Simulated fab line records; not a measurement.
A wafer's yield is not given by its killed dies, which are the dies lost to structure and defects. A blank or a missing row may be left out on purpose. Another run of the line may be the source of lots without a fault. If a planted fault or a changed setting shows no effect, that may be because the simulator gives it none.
Matching of chambers	flow n5 finfet	N5_FIN_SAQP_ALD_61 on ald sin-03 has 4 sister chambers
The step deposits SiO2, target thk 4 nm, pulse time 1 s, purge time 2 s. 36 wafers are shown with their chamber, then 12 later ones without.

== WAFERS WITH THEIR CHAMBER ==
wafer	chamber	heater power w (W)	precursor pulse height rel
L075.2	1	442	1.010
L075.4	2	448	0.996
L075.6	1	435	0.980
L076.2	3	442	0.999
L076.3	0	567	0.987
L076.5	0	562	0.981
L077.1	0	556	0.995
L077.2	3	428	1.006
L077.5	1	436	0.995
L078.2	0	564	1.006
L078.5	3	442	1.029
L078.6	1	429	1.009
L079.3	2	445	1.001
L079.4	0	565	1.010
L079.5	3	434	1.013
L080.2	2	430	1.016
L080.5	3	430	1.015
L080.6	0	563	0.980
L081.2	3	419	1.034
L081.4	1	434	0.986
L081.5	2	441	0.978
L083.1	0	556	1.008
L083.3	3	426	0.973
L083.4	1	421	1.025
L085.1	0	553	0.996
L085.2	3	427	1.012
L085.6	2	442	0.990
L087.3	2	460	1.043
L087.4	0	564	1.003
L087.5	3	425	0.993
L088.2	2	460	0.997
L088.4	1	436	0.998
L088.5	1	428	0.993
L089.2	3	439	1.005
L089.3	2	466	1.025
L089.5	2	454	1.002

SIGNATURES (means of the wafers above)
reading	chamber 0	chamber 1	chamber 2	chamber 3	scatter within a chamber
heater power w	561.11	432.62	449.56	431.20	8.04
precursor pulse height rel	0.99622	0.99950	1.00533	1.00790	0.0162
Rule: a wafer lies at a distance from a chamber equal to the root of the sum of squares, over the readings, of (its reading less the chamber's mean, divided by the reading's scatter). The wafer belongs to the nearest chamber; if the next one is less than 2 further off, it can't be placed. How the scatter is found: for the shown wafers, subtract from each reading the mean of its chamber, square and add these, divide the total by (wafers less chambers), then take the root.

== WAFERS WHOSE CHAMBER IS MISSING ==
wafer	heater power w (W)	precursor pulse height rel
L090.3	436	1.014
L090.4	456	1.009
L090.5	432	0.995
L092.1	453	0.981
L092.2	432	1.006
L092.3	436	1.031
L095.2	433	0.987
L095.3	435	0.993
L095.4	564	1.014
L096.1	451	1.031
L096.2	431	0.994
L096.4	434	1.007

== CHAMBER TAKEN BY EACH ==
wafer	from the rows above	in truth
L090.3	can't be placed: 3 or 1 or 2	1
L090.4	2	2
L090.5	can't be placed: 1 or 3 or 2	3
L092.1	can't be placed: 2 or 1 or 3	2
L092.2	can't be placed: 3 or 1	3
L092.3	can't be placed: 3 or 1 or 2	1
L095.2	can't be placed: 1 or 3 or 2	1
L095.3	can't be placed: 1 or 3 or 2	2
L095.4	0	0
L096.1	can't be placed: 2 or 3 or 1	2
L096.2	can't be placed: 1 or 3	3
L096.4	can't be placed: 3 or 1 or 2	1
2 of 12 placed correctly. From these rows, 10 cannot be placed; in 10 the true chamber is one of the candidates. Placed wrongly: 0.
